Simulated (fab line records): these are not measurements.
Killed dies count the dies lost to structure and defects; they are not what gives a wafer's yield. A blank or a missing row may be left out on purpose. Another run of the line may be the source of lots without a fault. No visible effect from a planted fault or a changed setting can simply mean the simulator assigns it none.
Chamber matching + flow n5_finfet + rie_diel-03 running N5_BEOL_M0_SAQP_CUT_ETCH_46: 4 sister chambers
The step etches SOC in N2/H2, target depth 135 nm, overetch 27 nm, time 202.5 s. 14 wafers are shown with their chamber, then 7 later ones without.

WAFERS, EACH WITH ITS CHAMBER
| wafer  | chamber | drypump_motor_current_A (A) | showerhead_plenum_p_Torr (Torr) | throttle_valve_pct (%) |
|--------|---------|-----------------------------|---------------------------------|------------------------|
| L656.1 | 2       | 5.3                         | 2.54                            | 17.74                  |
| L656.2 | 3       | 5.3                         | 2.42                            | 17.86                  |
| L656.3 | 1       | 6.5                         | 2.53                            | 17.79                  |
| L658.1 | 3       | 5.3                         | 2.42                            | 17.84                  |
| L658.4 | 1       | 6.4                         | 2.53                            | 17.79                  |
| L658.5 | 2       | 5.3                         | 2.54                            | 17.77                  |
| L664.2 | 1       | 6.5                         | 2.53                            | 17.81                  |
| L664.3 | 0       | 5.9                         | 2.40                            | 17.93                  |
| L664.5 | 2       | 5.3                         | 2.53                            | 17.78                  |
| L666.1 | 3       | 5.3                         | 2.41                            | 17.88                  |
| L666.5 | 2       | 5.3                         | 2.53                            | 17.78                  |
| L666.6 | 1       | 6.5                         | 2.52                            | 17.81                  |
| L668.1 | 3       | 5.3                         | 2.41                            | 17.89                  |
| L668.3 | 2       | 5.3                         | 2.53                            | 17.79                  |

SIGNATURES (means of the wafers above)
| reading                  | chamber 0 | chamber 1 | chamber 2 | chamber 3 | scatter within a chamber |
|--------------------------|-----------|-----------|-----------|-----------|--------------------------|
| drypump_motor_current_A  | 5.900     | 6.475     | 5.300     | 5.300     | 0.0274                   |
| showerhead_plenum_p_Torr | 2.4000    | 2.5275    | 2.5340    | 2.4150    | 0.00543                  |
| throttle_valve_pct       | 17.9300   | 17.8000   | 17.7720   | 17.8675   | 0.0183                   |
Rule: distance of a wafer from a chamber = root of the sum over the readings of ((wafer's reading minus chamber's mean) / reading's scatter) squared. The wafer belongs to the nearest chamber; if the next one is less than 2 further off, it can't be placed. The scatter: the root of (the sum of the squares of (reading less its chamber's mean) over the shown wafers, divided by (wafers less chambers)).

WAFERS WITHOUT THEIR CHAMBER
| wafer  | drypump_motor_current_A (A) | showerhead_plenum_p_Torr (Torr) | throttle_valve_pct (%) |
|--------|-----------------------------|---------------------------------|------------------------|
| L668.4 | 5.9                         | 2.40                            | 17.95                  |
| L676.2 | 5.3                         | 2.52                            | 17.81                  |
| L676.5 | 5.3                         | 2.41                            | 17.89                  |
| L676.6 | 5.3                         | 2.53                            | 17.82                  |
| L678.4 | 6.5                         | 2.51                            | 17.87                  |
| L678.5 | 5.3                         | 2.40                            | 17.92                  |
| L678.6 | 5.3                         | 2.52                            | 17.82                  |

EACH ONE'S CHAMBER
| wafer  | from the rows above | in truth |
|--------|---------------------|----------|
| L668.4 | 0                   | 0        |
| L676.2 | 2                   | 2        |
| L676.5 | 3                   | 3        |
| L676.6 | 2                   | 2        |
| L678.4 | 1                   | 1        |
| L678.5 | 3                   | 3        |
| L678.6 | 2                   | 2        |
Correctly placed: 7 of 7. Number that these rows cannot place: 0. Placed wrongly: 0.
